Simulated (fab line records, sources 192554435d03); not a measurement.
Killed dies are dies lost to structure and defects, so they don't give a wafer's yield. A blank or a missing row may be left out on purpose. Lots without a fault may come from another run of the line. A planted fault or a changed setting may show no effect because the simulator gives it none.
A struck lot beside a sound one | flow n5_finfet | 35 steps out of a route of 1938
Sound: wafers L562.1, L562.3, L562.5. Struck: wafers L555.2, L555.3, L555.6. The cause comes at the end.
At each step with rows: each side's tool, then ch and its chambers, then its first start. Under that, the readings that differ: sound wafers | struck wafers | difference of the means | sigmas: that difference in standard deviations of wafers without a fault.
alike: readings whose means differ by less than 2 such deviations, and words and numbers that are the same on both sides. not compared: withheld readings, readings that some wafer has no value for, bounds like >300 that may hide the same value, and numbers for which the record gives no deviation and whose values overlap.
The two part at a step that has a row with sigmas, a row that says differs or no value, or rows on one side only. Numbers that don't overlap but have no deviation are shown without sigmas and don't part them. A reading that every wafer of one side lacks parts them only if that side has two wafers or more.

first, 9 steps without rows for these wafers: N5_HKMG_FIN_SOFTBAKE_44 (time 60 s); N5_HKMG_FIN_EXPOSE_46 (exposes mask NDIPOLE); N5_HKMG_FIN_PEB_47 (peb time 60 s); N5_HKMG_FIN_DEVELOP_48 (develop time 30 s); N5_HKMG_FIN_DESCUM_53 (chemistry O2, time 7.9 s); N5_HKMG_FIN_ETCH_54 (etches SiARC in CF4, target depth 45.5 nm, time 75.8 s); N5_HKMG_FIN_ETCH_55 (etches SOC in N2/H2, target depth 240 nm, time 300 s); N5_HKMG_FIN_STRIP_56 (strips in N2/H2); N5_HKMG_FIN_STRIP_57 (strips in CF4).
N5_HKMG_FIN_ETCH_58: etches SOC in N2/H2, target depth 215.8 nm, time 741 s.
  sound on rie_diel-02 ch 0,1,3, day 9 13:01; struck on rie_diel-05 ch 2,3, day 7 21:06
  alike: drypump_motor_current_A, oes_product_au, rf_vpp_V, showerhead_plenum_p_Torr, throttle_valve_pct
  not compared: rf_hours_counter_h
then, 22 steps without rows for these wafers: N5_HKMG_FIN_STRIP_93 (strips SOC in N2/H2, time 20 s); N5_HKMG_FIN_WET_ETCH_76 (etches Al2O3 in dNH4OH, stops on La2O3, target depth 2.25 nm, rinse time 30 s); N5_HKMG_FIN_STRIP_60 (strips in N2/H2, time 360 s); N5_HKMG_FIN_WET_ETCH_77 (etches La2O3 in dHCl, stops on HfO2, target depth 2 nm); N5_HKMG_FIN_WET_ETCH_78 (etches Al2O3 in dNH4OH, stops on La2O3, target depth 4.5 nm, rinse time 30 s); N5_HKMG_FIN_ALD_79 (deposits TiN, target thk 1.5 nm, pulse time 1 s, purge time 3 s); N5_HKMG_FIN_CVD_62 (deposits a-Si from Si2H6, target thk 3 nm, time 20.8 s); N5_HKMG_FIN_RTA_80 (time 2 s); N5_HKMG_FIN_PRECLEAN_64 (cleans in dHF, time 30 s); N5_HKMG_FIN_WET_ETCH_65 (etches a-Si in TMAH, stops on TiN, time 49 s, target depth 3 nm); N5_HKMG_FIN_WET_ETCH_81 (etches TiN in SC1, stops on HfO2, time 57 s, target depth 6 nm); N5_HKMG_FIN_WET_ETCH_82 (etches La2O3 in dHCl, stops on HfO2, target depth 2 nm, rinse time 30 s); N5_HKMG_FIN_ALD_36 (deposits TiN, target thk 1 nm, pulse time 1 s, purge time 3 s); N5_HKMG_FIN_PWFM_ALD_03 (deposits TiN, target thk 2 nm, pulse time 1 s, purge time 3 s); N5_HKMG_FIN_COAT_29 (time 60 s, resist thk 300 nm); N5_HKMG_FIN_COAT_30 (time 60 s, resist thk 35 nm); N5_HKMG_FIN_COAT_06 (resist thk 90 nm); N5_HKMG_FIN_EBR_08; N5_HKMG_FIN_SOFTBAKE_07 (time 60 s); N5_HKMG_FIN_EXPOSE_09 (exposes mask NWFM); N5_HKMG_FIN_PEB_10 (peb time 60 s); N5_HKMG_FIN_DEVELOP_11 (develop time 30 s).
N5_HKMG_FIN_INSPECT_14: inspects for defects (macro).
  sound on defect_inspect-01, day 9 16:14; struck on defect_inspect-02, day 8 00:14
  reading          | sound | struck         | difference | sigmas
  raw_defect_count | 3 0 1 | >300 >300 >300 | differs    |
then, 1 step without rows for these wafers: N5_HKMG_FIN_DESCUM_17 (chemistry O2, time 7.9 s).
-- the record jumps here: 9 days lie between the struck wafers' starts before and after (it left off in module HKMG_FIN and takes up again in module PASSIVATION, whose first step shown is number 1936 of the route) --
N5_PASSIVATION_PROBE_49:
  sound on prober-01, day 19 08:46; struck on prober-01, day 17 01:45
  reading             | sound       | struck      | difference | sigmas
  killed_at_contacts  | 20 15 23    | 5 6 9       | -13        | -2
  killed_at_front_end | 50 47 74    | 166 169 166 | +110       | +9
  killed_dies         | 136 136 151 | 211 223 224 | +78        | +4
  killed_open         | 89 79 94    | 48 62 60    | -31        | -2
  killed_short        | 46 56 56    | 29 27 32    | -23        | -3
  alike: killed_at_M0_to_M3, killed_at_M4_up, killed_at_other

WHERE THEY PART
First at N5_HKMG_FIN_INSPECT_14; last, within this record, at N5_PASSIVATION_PROBE_49.

WHY: what the simulator had put in
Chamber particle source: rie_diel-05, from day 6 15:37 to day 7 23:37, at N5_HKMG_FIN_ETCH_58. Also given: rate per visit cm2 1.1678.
